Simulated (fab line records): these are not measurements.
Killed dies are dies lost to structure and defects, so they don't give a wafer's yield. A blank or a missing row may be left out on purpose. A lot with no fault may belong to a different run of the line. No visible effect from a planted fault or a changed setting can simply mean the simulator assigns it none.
Matching of chambers ; flow nand-harc ; pecvd-04 running NHARC_A_STAIRCASE_DEP_417: 3 sister chambers
The step deposits Si3N4, target thk 60 nm. 18 wafers are shown with their chamber, then 9 later ones without.

WAFERS, EACH WITH ITS CHAMBER
wafer;chamber;heater-power-w (W);heater-power-outer-w (W)
L076.2;1;601;335
L076.4;2;641;350
L076.5;1;482;258
L079.2;2;628;334
L079.3;1;599;350
L079.6;2;608;345
L085.1;1;571;316
L085.3;0;741;423
L085.6;0;748;437
L084.1;1;616;337
L084.2;0;784;481
L084.4;1;603;344
L088.2;0;721;436
L088.4;0;732;445
L088.5;2;690;413
L089.3;1;479;261
L089.4;0;798;488
L089.6;1;495;262

SIGNATURES, as means of the wafers listed above
reading;chamber 0;chamber 1;chamber 2;scatter within a chamber
heater-power-w;754.00;555.75;641.75;47.1
heater-power-outer-w;451.67;307.88;360.50;35.4
Rule: for a wafer and a chamber, the distance is found by dividing, reading by reading, the gap between the wafer's reading and the chamber's mean by the reading's scatter, squaring, summing and taking the root. The wafer belongs to the nearest chamber; if the next one is less than 2 further off, it can't be placed. The scatter: take each reading less its chamber's mean, square it, sum over the shown wafers, divide by the number of wafers less the number of chambers, and take the root.

WAFERS WITHOUT THEIR CHAMBER
wafer;heater-power-w (W);heater-power-outer-w (W)
L092.3;503;284
L092.5;521;280
L092.6;611;361
L096.1;547;307
L096.2;761;454
L096.4;621;368
L097.1;692;411
L097.2;501;273
L097.3;749;448

CHAMBER TAKEN BY EACH
wafer;from the rows above;in truth
L092.3;1;1
L092.5;1;1
L092.6;can't be placed: 2 or 1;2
L096.1;1;1
L096.2;0;0
L096.4;can't be placed: 2 or 1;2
L097.1;can't be placed: 0 or 2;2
L097.2;1;1
L097.3;0;0
Correct placement for 6 of the 9. From these rows, 3 cannot be placed; in 3 the true chamber is one of the candidates. 0 placed wrongly.
